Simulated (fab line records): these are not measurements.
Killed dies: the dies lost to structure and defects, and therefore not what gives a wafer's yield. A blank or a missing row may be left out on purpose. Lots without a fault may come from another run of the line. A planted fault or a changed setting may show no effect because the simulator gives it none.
A struck lot beside a sound one :: flow nand-harc :: 15 steps out of a route of 1302
Sound: these wafers, L441.1, L441.2, L441.4. Wafers L449.1, L449.3, L449.6 were the ones struck. The cause comes at the end.
Order at every step that has rows: each side's tool, ch and its chambers, its first start. Under that, the readings that differ: sound wafers :: struck wafers :: difference of the means :: sigmas: that difference in standard deviations of wafers without a fault.
alike: a reading whose means differ by less than 2 such deviations, as well as words and numbers matching on both sides. not compared: withheld readings; readings where some wafer has no value; bounds like >300 that might hide an equal value; numbers whose values overlap and for which the record gives no deviation.
A row with sigmas, a row that says differs or no value, or rows on one side alone: a step with any of these is where the two part. Numbers that don't overlap but have no deviation are shown without sigmas and don't part them. A reading that every wafer of one side lacks parts them only if that side has two wafers or more.

NHARC_A_M1_OVL_MEAS_10: pitch 240 nm.
  sound on overlay-01 at day 23 22:39; struck on overlay-02 at day 26 12:30
reading: overlay-y-nm (nm)
sound: -2.3 -1.7 -2.5
struck: 0.4 -0.2 0.1
difference: +2.3
sigmas: +3
  alike: overlay-x-nm
NHARC_A_M1_INSPECT_11:
  sound on defect-inspect-01 at day 23 22:41; struck on defect-inspect-02 at day 26 12:32
  alike: raw-defect-count
then, 1 step without rows for these wafers: NHARC_A_M1_DESCUM_14 (chemistry O2, time 3 s).
NHARC_A_M1_ETCH_35: etches the open film in N2/H2, target depth 40 nm, overetch 12 nm, time 43.94 s.
  sound on rie-diel-05 ch 0,1,3, day 23 22:50; struck on rie-diel-10 ch 0,1, day 26 12:41
  alike: drypump-motor-current-A, oes-product-au, rf-vpp-V, showerhead-plenum-p-Torr, throttle-valve-pct
  not compared: rf-hours-counter-h
then, 1 step without rows for these wafers: NHARC_A_M1_ETCH_15 (etches the open film in C4F8/Ar, target depth 182.5 nm, time 91.2 s).
NHARC_A_M1_CD_MEAS_16:
  sound on cd-sem-02 at day 23 23:04; struck on cd-sem-03 at day 26 12:54
  alike: cd-nm
NHARC_A_M1_STRIP_18: strips in N2/H2.
  sound on rie-diel-10 ch 0,1,3, day 23 23:08; struck on rie-diel-05 ch 1,3, day 26 12:58
  alike: drypump-motor-current-A, oes-product-au, rf-vpp-V, showerhead-plenum-p-Torr, throttle-valve-pct
  not compared: rf-hours-counter-h
NHARC_A_M1_ETCH_28: etches the open film in CF4/N2, target depth 30 nm, time 72.99 s.
  sound on rie-diel-10 ch 1,2,3; struck on rie-diel-05 ch 1,2,3
  alike: drypump-motor-current-A, oes-product-au, rf-vpp-V, showerhead-plenum-p-Torr, throttle-valve-pct
  not compared: rf-hours-counter-h
then, 1 step without rows for these wafers: NHARC_A_M1_STRIP_19 (strips in post etch residue remover, time 600 s).
NHARC_A_M1_DEGAS_29: time 60 s.
  sound on pvd-sputter-02 at day 23 23:47; struck on pvd-sputter-03 at day 26 13:41
  alike: heater-power-w, susceptor-temp-C
NHARC_A_M1_PRE_CLEAN_30: time 30 s.
  sound on pvd-sputter-02; struck on pvd-sputter-03
  alike: heater-power-w, susceptor-temp-C
then, 1 step without rows for these wafers: NHARC_A_M1_PVD_20 (deposits TaN, target thk 5 nm, time 8.06 s).
NHARC_A_M1_PVD_21: deposits Cu, target thk 30 nm, time 20.49 s.
  sound on pvd-sputter-02 at day 24 00:01; struck on pvd-sputter-03 at day 26 13:55
  no value came back on the struck wafers for cathode-dc-power-W (W), chamber-pressure-pa (Pa), throttle-valve-pct (%); on the sound wafers cathode-dc-power-W (W) reads 4999.5 5001.6 4999.2
then, 2 steps without rows for these wafers: NHARC_A_M1_ECD_22 (material Cu, target thk 400 nm); NHARC_END_SORT_01.

== WHERE THEY PART ==
Earliest at NHARC_A_M1_OVL_MEAS_10; latest, in this record, at NHARC_A_M1_PVD_21.

WHY: the cause the simulator had injected
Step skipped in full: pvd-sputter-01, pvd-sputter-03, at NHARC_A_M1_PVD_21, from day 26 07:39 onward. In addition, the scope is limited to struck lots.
